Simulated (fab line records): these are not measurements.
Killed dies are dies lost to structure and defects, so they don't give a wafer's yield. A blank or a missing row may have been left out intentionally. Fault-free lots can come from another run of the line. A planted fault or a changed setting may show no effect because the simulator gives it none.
2 desks looking at one fault ; flow nand-harc ; what lay behind the numbers comes last; until then each desk has only its own

## FOR THE TOOL OWNER'S DESK: pvd-sputter-02
The tool's own readings at NHARC_P_M2_PVD_21 (deposits Cu, target thk 30 nm, time 20.49 s): means of the sampled wafers that have a number, for each lot that ran on this tool. The brackets show how far a lot's mean lies from the usual mean; more than 4 standard deviations puts the lot out of limits, marked OUT.
Columns: A = throttle-valve-pct at NHARC_P_M2_PVD_21, usual 30.1 %
lot;first seen here;A
L103;day 7 05:50;29.4
L107;day 8 00:12;29.3
L110;day 8 15:21;29.5
L121;day 11 11:18;30.3
This desk's verdict: no lot among the 4 shows anything out of limits.

## AT THE METROLOGY DESK
Lot by lot, what the gauges showed, no matter which tool ran the lot: averages of those sampled wafers that carry a number. The brackets show how far a lot's mean lies from the usual mean; more than 4 standard deviations puts the lot out of limits, marked OUT.
Columns: A = cd-nm at NHARC_THIN_TSV_CD_MEAS_16, usual 999 nm
lot;first seen here;A
L100;day 18 09:41;996
L103;day 19 08:35;995
L110;day 20 20:22;1000
L107;day 20 21:25;1001
L113;day 21 08:56;996
L117;day 22 22:37;1003
L121;day 23 14:05;1002
L120;day 23 15:25;1002
L119;day 24 00:44;998
L123;day 24 08:49;1000
L122;day 24 09:52;1000
This desk's verdict: no lot among the 11 shows anything out of limits.

## BROUGHT TOGETHER
The tool owner's desk saw nothing out of limits.
Metrology desk: nothing out of limits seen.

## WHAT WAS PUT IN BY THE SIMULATOR
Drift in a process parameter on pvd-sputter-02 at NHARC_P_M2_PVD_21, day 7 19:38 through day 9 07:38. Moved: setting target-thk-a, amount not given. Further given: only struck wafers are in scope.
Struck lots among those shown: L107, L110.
